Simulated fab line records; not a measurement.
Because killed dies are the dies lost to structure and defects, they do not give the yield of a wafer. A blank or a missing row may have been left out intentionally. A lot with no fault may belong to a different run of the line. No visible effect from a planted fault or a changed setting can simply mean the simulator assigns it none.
What tool caused it? | flow n5-finfet | 9 lots with 25 wafers sampled at 5 steps, on a route of 1938 steps

## WHAT THE GAUGES READ, wafer by wafer
N5_BEOL_M4_RC_MEAS_101. Usual: DIBL_N 36.0 mV/V, standard deviation 2.2; DIBL_P 36.2 mV/V, standard deviation 2.4; IOFF_N 0.16 nA/um, standard deviation 0.035; IOFF_P 0.21 nA/um, standard deviation 0.037; ION_N 672 uA/um, standard deviation 13; ION_P 461 uA/um, standard deviation 7; SS_N 71.4 mV/dec, standard deviation 0.69; SS_P 73.2 mV/dec, standard deviation 0.75; VT_N 250 mV, standard deviation 3.4; VT_P -251 mV, standard deviation 3.
lot  | measured     | on        | DIBL_N (mV/V)  | DIBL_P (mV/V)  | IOFF_N (nA/um) | IOFF_P (nA/um) | ION_N (uA/um) | ION_P (uA/um) | SS_N (mV/dec)  | SS_P (mV/dec)  | VT_N (mV)   | VT_P (mV)      | flag
L277 | day 9 15:42  | prober-02 | 33.4 30.8 33.7 | 33.8 32.2 34.7 | 0.13 0.10 0.14 | 0.17 0.16 0.19 | 678 659 679   | 460 462 465   | 70.8 70.2 70.8 | 72.1 72.1 72.4 | 252 257 249 | -251 -254 -253 |
L278 | day 9 10:32  | prober-01 | 38.5 39.2      | 37.1 37.9      | 0.18 0.21      | 0.22 0.24      | 671 679       | 458 458       | 72.7 71.8      | 73.8 73.9      | 247 248     | -250 -246      |
L281 | day 10 20:53 | prober-02 | 37.0 36.6 34.1 | 39.5 38.0 35.2 | 0.18 0.17 0.13 | 0.26 0.23 0.19 | 667 674 660   | 464 460 463   | 72.0 71.6 71.6 | 74.1 74.1 72.9 | 252 248 254 | -250 -251 -254 |
L290 | day 13 14:25 | prober-02 | 35.7 36.6 34.8 | 36.3 37.7 36.3 | 0.16 0.17 0.15 | 0.20 0.22 0.20 | 673 665 669   | 466 464 458   | 71.7 72.0 71.0 | 73.6 73.7 73.3 | 251 251 250 | -253 -252 -253 |
L292 | day 13 15:56 | prober-02 | 34.0 34.9      | 34.4 34.8      | 0.13 0.14      | 0.17 0.18      | 664 663       | 454 455       | 71.3 72.2      | 72.1 72.4      | 252 252     | -252 -253      |
L293 | day 13 14:39 | prober-01 | 36.3 32.1 32.0 | 34.9 30.5 30.6 | 0.13 0.09 0.09 | 0.19 0.14 0.14 | 659 651 647   | 452 450 452   | 71.5 69.7 69.8 | 73.4 72.0 71.9 | 252 258 259 | -250 -256 -254 |
L295 | day 14 10:02 | prober-02 | 35.0 33.6 33.6 | 35.2 33.7 34.3 | 0.14 0.11 0.12 | 0.18 0.16 0.16 | 658 645 649   | 455 447 451   | 70.9 70.1 70.0 | 72.9 71.8 71.6 | 252 254 255 | -250 -254 -253 |
L296 | day 14 04:13 | prober-01 | 36.3 36.5 39.1 | 35.8 36.5 39.1 | 0.16 0.16 0.21 | 0.18 0.19 0.23 | 681 684 696   | 460 460 462   | 71.5 71.9 71.9 | 72.7 73.1 73.3 | 248 253 245 | -254 -252 -251 |
L297 | day 14 21:56 | prober-02 | 36.0 39.7 38.7 | 34.2 38.0 37.5 | 0.14 0.20 0.18 | 0.21 0.28 0.26 | 677 687 677   | 467 476 471   | 71.6 71.6 71.9 | 73.0 73.2 73.5 | 251 247 247 | -244 -243 -245 |

## WHICH TOOL RAN EACH LOT (tool, then ch and the chambers of the sampled wafers, then the start)
lot  | N5_FIN_SAQP_ETCH_52               | N5_FIN_SAQP_MANDREL_ETCH_58     | N5_FIN_SAQP_RECESS_63             | N5_FIN_SAQP_HM_OPEN_33
L277 | rie-diel-06 ch 1, day 2 05:20     | rie-si-02 ch 0,1,2, day 2 08:29 | vapor-etch-01 ch 0,1, day 2 08:35 | rie-diel-03 ch 1,2, day 2 10:25
L278 | rie-diel-03 ch 1,2, day 2 10:58   | rie-si-02 ch 1,2, day 2 15:17   | vapor-etch-01 ch 1, day 2 15:22   | rie-diel-03 ch 0,2, day 2 17:08
L281 | rie-diel-06 ch 2,3, day 3 04:13   | rie-si-02 ch 0,2, day 3 07:11   | vapor-etch-02 ch 0, day 3 07:16   | rie-diel-04 ch 1,2, day 3 08:36
L290 | rie-diel-06 ch 0,2,3, day 5 10:38 | rie-si-01 ch 0,3, day 5 12:45   | vapor-etch-02 ch 0,1, day 5 12:57 | rie-diel-04 ch 0,1,3, day 5 14:19
L292 | rie-diel-06 ch 1,3, day 5 21:45   | rie-si-01 ch 0,2, day 5 23:51   | vapor-etch-02 ch 0, day 5 23:56   | rie-diel-06 ch 1,2, day 6 01:16
L293 | rie-diel-06 ch 1,2, day 6 03:49   | rie-si-01 ch 0,3, day 6 06:13   | vapor-etch-02 ch 0,1, day 6 06:30 | rie-diel-06 ch 1,3, day 6 08:16
L295 | rie-diel-06 ch 0,1,3, day 6 16:47 | rie-si-06 ch 1,2,3, day 6 19:08 | vapor-etch-02 ch 0,1, day 6 19:27 | rie-diel-06 ch 0,1,2, day 6 22:07
L296 | rie-diel-04 ch 2,3, day 6 21:45   | rie-si-06 ch 0,1,3, day 6 23:56 | vapor-etch-01 ch 0,1, day 7 00:08 | rie-diel-06 ch 1,2,3, day 7 01:28
L297 | rie-diel-06 ch 1,2, day 7 04:22   | rie-si-01 ch 1,2,3, day 7 06:28 | vapor-etch-01 ch 0,1, day 7 06:46 | rie-diel-06 ch 0,1,2, day 7 08:25
- N5_FIN_SAQP_ETCH_52: etches SOC in N2/H2, target depth 100 nm, overetch 20 nm, time 150 s.
- N5_FIN_SAQP_MANDREL_ETCH_58: etches a-Si in HBr/Cl2, stops on SiNx, target depth 45 nm, bt time 10 s, time 27 s.
- N5_FIN_SAQP_RECESS_63: chemistry HF/NH3, target SiO2, target depth 18 nm, afs cycles 3, sublimation time 60 s.
- N5_FIN_SAQP_HM_OPEN_33: chemistry CH3F/O2, target SiNx, target depth 49.4 nm, time 70.6 s.

## WHAT THE TOOLS THEMSELVES READ (means of the sampled wafers that have a number; where no wafer has one, the mark that the record gives instead)
N5_FIN_SAQP_ETCH_52. Usual: chamber-pressure-mTorr 30.00 mTorr, standard deviation 0.032; drypump-motor-current-A 5.6 A, standard deviation 0.52; oes-product-au 0.71 a.u., standard deviation 0.091; rf-fwd-power-W 836.5 W, standard deviation 2.6; rf-vpp-V 524.3 V, standard deviation 2.9; showerhead-plenum-p-Torr 2.55 Torr, standard deviation 0.099; throttle-valve-pct 17.79 %, standard deviation 0.25.
lot  | tool        | chamber-pressure-mTorr (mTorr) | drypump-motor-current-A (A) | oes-product-au (a.u.) | rf-fwd-power-W (W) | rf-vpp-V (V) | showerhead-plenum-p-Torr (Torr) | throttle-valve-pct (%) | flag
L277 | rie-diel-06 | 29.99                          | 5.9                         | 0.60                  | 836.1              | 519.3        | 2.39                            | 18.07                  |
L278 | rie-diel-03 | 29.99                          | 5.9                         | 0.79                  | 840.1              | 523.9        | 2.52                            | 17.56                  |
L281 | rie-diel-06 | 30.00                          | 5.3                         | 0.63                  | 832.9              | 523.8        | 2.53                            | 17.96                  |
L290 | rie-diel-06 | 30.02                          | 5.2                         | 0.72                  | 838.1              | 526.1        | 2.63                            | 17.92                  |
L292 | rie-diel-06 | 30.01                          | 5.4                         | 0.86                  | 838.4              | 528.7        | 2.71                            | 17.67                  |
L293 | rie-diel-06 | 30.00                          | 5.5                         | 0.70                  | 838.1              | 527.6        | 2.63                            | 17.79                  |
L295 | rie-diel-06 | 30.01                          | 5.4                         | 0.85                  | 837.8              | 527.2        | 2.67                            | 17.70                  |
L296 | rie-diel-04 | 29.99                          | 6.5                         | 0.63                  | 838.8              | 523.5        | 2.52                            | 18.01                  |
L297 | rie-diel-06 | 30.04                          | 5.7                         | 0.76                  | 835.8              | 527.3        | 2.67                            | 17.75                  |

N5_FIN_SAQP_MANDREL_ETCH_58. Usual: chamber-pressure-mTorr 10.001 mTorr, standard deviation 0.011; drypump-motor-current-A 5.9 A, standard deviation 0.38; oes-product-au 0.697 a.u., standard deviation 0.014; rf-fwd-power-W 794.1 W, standard deviation 2.7; throttle-valve-pct 35.56 %, standard deviation 0.28.
lot  | tool      | chamber-pressure-mTorr (mTorr) | drypump-motor-current-A (A) | oes-product-au (a.u.) | rf-fwd-power-W (W) | throttle-valve-pct (%) | flag
L277 | rie-si-02 | 9.994                          | 5.9                         | 0.693                 | 795.3              | 35.57                  |
L278 | rie-si-02 | 9.994                          | 5.8                         | 0.681                 | 795.2              | 35.69                  |
L281 | rie-si-02 | 9.995                          | 5.8                         | 0.703                 | 634.9              | 35.43                  | OFF
L290 | rie-si-01 | 9.993                          | 6.3                         | 0.712                 | 791.7              | 35.10                  |
L292 | rie-si-01 | 9.993                          | 5.8                         | 0.700                 | 798.0              | 35.45                  |
L293 | rie-si-01 | 9.996                          | 6.3                         | 0.713                 | 792.9              | 35.08                  |
L295 | rie-si-06 | 9.994                          | 5.7                         | 0.686                 | 793.0              | 35.58                  |
L296 | rie-si-06 | 9.995                          | 5.7                         | 0.698                 | 791.0              | 35.54                  |
L297 | rie-si-01 | 9.996                          | 6.0                         | 0.698                 | 794.0              | 35.71                  |

N5_FIN_SAQP_RECESS_63. Usual: drypump-motor-current-A 5.6 A, standard deviation 0.33; foreline-p-Torr 0.1280 Torr, standard deviation 0.00059.
lot  | tool          | drypump-motor-current-A (A) | foreline-p-Torr (Torr) | flag
L277 | vapor-etch-01 | 5.7                         | 0.1283                 |
L278 | vapor-etch-01 | 5.3                         | 0.1286                 |
L281 | vapor-etch-02 | 5.2                         | 0.1291                 |
L290 | vapor-etch-02 | 5.4                         | 0.1285                 |
L292 | vapor-etch-02 | 5.2                         | 0.1280                 |
L293 | vapor-etch-02 | 5.7                         | 0.1277                 |
L295 | vapor-etch-02 | 5.4                         | 0.1283                 |
L296 | vapor-etch-01 | 5.5                         | 0.1278                 |
L297 | vapor-etch-01 | 5.7                         | 0.1272                 |

N5_FIN_SAQP_HM_OPEN_33. Usual: chamber-pressure-mTorr 29.997 mTorr, standard deviation 0.025; drypump-motor-current-A 5.6 A, standard deviation 0.47; etch-rf-on-time-s 69.3 s, standard deviation 1.4; oes-product-au 0.71 a.u., standard deviation 0.083; rf-vpp-V 298 V, standard deviation 4.3; showerhead-plenum-p-Torr 2.03 Torr, standard deviation 0.075; throttle-valve-pct 16.29 %, standard deviation 0.21.
lot  | tool        | chamber-pressure-mTorr (mTorr) | drypump-motor-current-A (A) | etch-rf-on-time-s (s) | oes-product-au (a.u.) | rf-vpp-V (V) | showerhead-plenum-p-Torr (Torr) | throttle-valve-pct (%) | flag
L277 | rie-diel-03 | 29.994                         | 6.1                         | 69.3                  | 0.76                  | 304          | 2.02                            | 16.10                  |
L278 | rie-diel-03 | 29.990                         | 5.4                         | 69.3                  | 0.74                  | 302          | 2.03                            | 16.28                  |
L281 | rie-diel-04 | 29.984                         | 6.4                         | 70.3                  | 0.62                  | 297          | 1.97                            | 16.49                  |
L290 | rie-diel-04 | 30.011                         | 5.5                         | 70.8                  | 0.66                  | 292          | 1.96                            | 16.21                  |
L292 | rie-diel-06 | 29.986                         | 5.7                         | 68.2                  | 0.71                  | 300          | 2.09                            | 16.35                  |
L293 | rie-diel-06 | 29.988                         | 5.3                         | 67.6                  | 0.83                  | 303          | 2.14                            | 16.37                  |
L295 | rie-diel-06 | 29.987                         | 5.5                         | 68.9                  | 0.74                  | 299          | 2.07                            | 16.27                  |
L296 | rie-diel-06 | 30.020                         | 5.4                         | 68.3                  | 0.74                  | 301          | 2.11                            | 16.39                  |
L297 | rie-diel-06 | 30.012                         | 5.5                         | 69.6                  | 0.73                  | 299          | 2.07                            | 16.27                  |

## THE ANSWER, worked out from the rows above alone
Rule: a lot counts as off when the mean over its wafers that have a number is more than 3 standard deviations away from the usual mean. Also off: a lot with no number at a reading for which 4 or more lots have one. Where the step has rows for the other lots, those lots are counted as sound. Order of review: gauges by route order, followed by the tools' own readings, for which a lot's mean as printed above is used. The first step at which some lot is off is used, and at that step the reading that is off furthest; a lot without a number counts as furthest.
Off at N5_FIN_SAQP_MANDREL_ETCH_58 (rf-fwd-power-W): L281.
A tool fits if, at that step or a process step before it, it ran every lot that is off, and no sound lot after the first of them. One fits: N5_FIN_SAQP_MANDREL_ETCH_58 on rie-si-02. A fault onset in the window from L278 (day 2 15:17, its last sound lot) to L281 (day 3 07:11, its first lot off) fits.
On the lots that are off, the tool's own readings at N5_FIN_SAQP_MANDREL_ETCH_58 differ by more than 5 times the standard deviation of the sound lots' means, which bears it out; rf-fwd-power-W reads 634.9 W there versus 793.9 W on the sound lots.

## WHAT WAS PUT IN BY THE SIMULATOR
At N5_FIN_SAQP_MANDREL_ETCH_58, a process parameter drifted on rie-si-02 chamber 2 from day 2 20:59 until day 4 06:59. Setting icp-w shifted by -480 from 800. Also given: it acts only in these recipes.
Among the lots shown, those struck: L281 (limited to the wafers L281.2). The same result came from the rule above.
